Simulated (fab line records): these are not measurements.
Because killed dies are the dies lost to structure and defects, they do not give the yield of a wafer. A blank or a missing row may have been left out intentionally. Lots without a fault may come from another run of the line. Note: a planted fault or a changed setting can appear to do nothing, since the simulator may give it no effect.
Lot-split experiment ; flow n5Finfet ; 7 lots, 21 wafers read, on a route of 1938 steps

## ON THE SPLIT
At N5_BEOL_M4_ETCH_70 (etches SOC in N2/H2, target depth 80 nm, overetch 24 nm, time 130 s), the setting biasW was moved away from the recipe's 150 W on 9 of the 21 wafers read, by -16.7% to +12.1%. All remaining wafers had this setting at the recipe value.

Reading taken at the split's own step.

## THE READING
rfVppV, in V, at N5_BEOL_M4_ETCH_70 (etches SOC in N2/H2, target depth 80 nm, overetch 24 nm, time 130 s). On this fab line, fault-free wafers typically give 524.1 V with a standard deviation of 2.6 V.

wafer;tool, chamber at the split;biasW as run, W;against the recipe;rfVppV, V;against lot-mates on the recipe
L075.1;rieDiel-05, 1;150;recipe;523.8;-
L075.5;rieDiel-05, 3;137.5;-8.3%;494.4;-29.9
L075.6;rieDiel-05, 2;150;recipe;524.9;-
L078.3;rieDiel-05, 2;159.2;+6.1%;544.4;+22.2
L078.5;rieDiel-05, 0;159.2;+6.1%;542.2;+20.0
L078.6;rieDiel-05, 3;150;recipe;522.2;-
L079.2;rieDiel-06, 0;168.1;+12.1%;567.2;+42.9
L079.4;rieDiel-06, 1;150;recipe;524.3;-
L079.6;rieDiel-06, 3;168.1;+12.1%;565.4;+41.1
L085.1;rieDiel-06, 3;124.9;-16.7%;467.9;-58.3
L085.2;rieDiel-06, 0;150;recipe;526.2;-
L085.3;rieDiel-06, 2;124.9;-16.7%;463.6;-62.6
L091.3;rieDiel-06, 0;150;recipe;528.2;-
L091.4;rieDiel-06, 2;150;recipe;519.7;-
L091.5;rieDiel-06, 0;150;recipe;526.8;-
L093.3;rieDiel-02, 0;150;recipe;520.7;-
L093.4;rieDiel-02, 0;162.4;+8.3%;548.7;+28.0
L093.5;rieDiel-02, 3;162.4;+8.3%;549.9;+29.2
L092.2;rieDiel-02, 2;150;recipe;527.0;-
L092.3;rieDiel-02, 0;150;recipe;520.0;-
L092.5;rieDiel-02, 3;150;recipe;524.8;-

THE FIT
A straight line over all 21 wafers: rfVppV changes by +3.42 V for each +1% of biasW; r = +1.00; the points scatter about the line by 2.6 V.
The same after taking each lot's own level away (the mean of its wafers on the recipe; 21 wafers): +3.55 V for each +1%; r = +1.00; scatter 2.1 V.
The reading moves by 59 V for the largest change in biasW, on that fit.
Across the lots, their own levels run from 520.70 to 526.20 V, a range of 2.1 times the standard deviation given above.
The two slopes are in agreement: the lot-to-lot level therefore moves the slope only a little.
Check: -60.4 V against its lot-mates is what the line predicts for one of the wafers moved furthest among these (-16.7%) when that wafer is left out of the fit. Against them it came out at -58.3 V.
Tool readings at the split's step, against how far the setting was moved: rfVppV r = +1.00.

## THE OTHER SPLITS THESE WAFERS WENT THROUGH
Before the reading, these wafers also passed through other splits. Each is held against what the fit with the lots' levels taken away leaves over:
other split on the same wafers;wafers away from the commonest value;r with rfVppV (lot level and that fit taken away)
N5_BEOL_M0_SAQP_SPACER2_ALD_26 targetThkA;9;+0.02
N5_BEOL_M2_DESCUM_33 timeS;9;+0.27
N5_BEOL_M2_TRENCH_ETCH_37 timeS;8;+0.05
N5_BEOL_M2_SPUTTER_96 timeS;2;+0.21
N5_BEOL_M3_TRENCH_ETCH_37 sourceW;6;+0.29

## THE WHOLE CHAIN: every reading that the file lists as answering this split, in the file's order
step;what it does;reading;change (the file's fit);r (the file's)
N5_BEOL_M4_ETCH_70;etches SOC in N2/H2, target depth 80 nm, overetch 24 nm, time 130 s;rfVppV;+3.55 V for each +1% of the setting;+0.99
N5_BEOL_M4_ETCH_70;etches SOC in N2/H2, target depth 80 nm, overetch 24 nm, time 130 s;SiARC_of_BEOL_M4_COAT_68.thkNm (the simulator's own value, which no gauge read);-0.0857 nm for each +1% of the setting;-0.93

## THE FILE'S OWN FIT
rfVppV changes by +3.55 V for each +1% of biasW, r = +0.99.
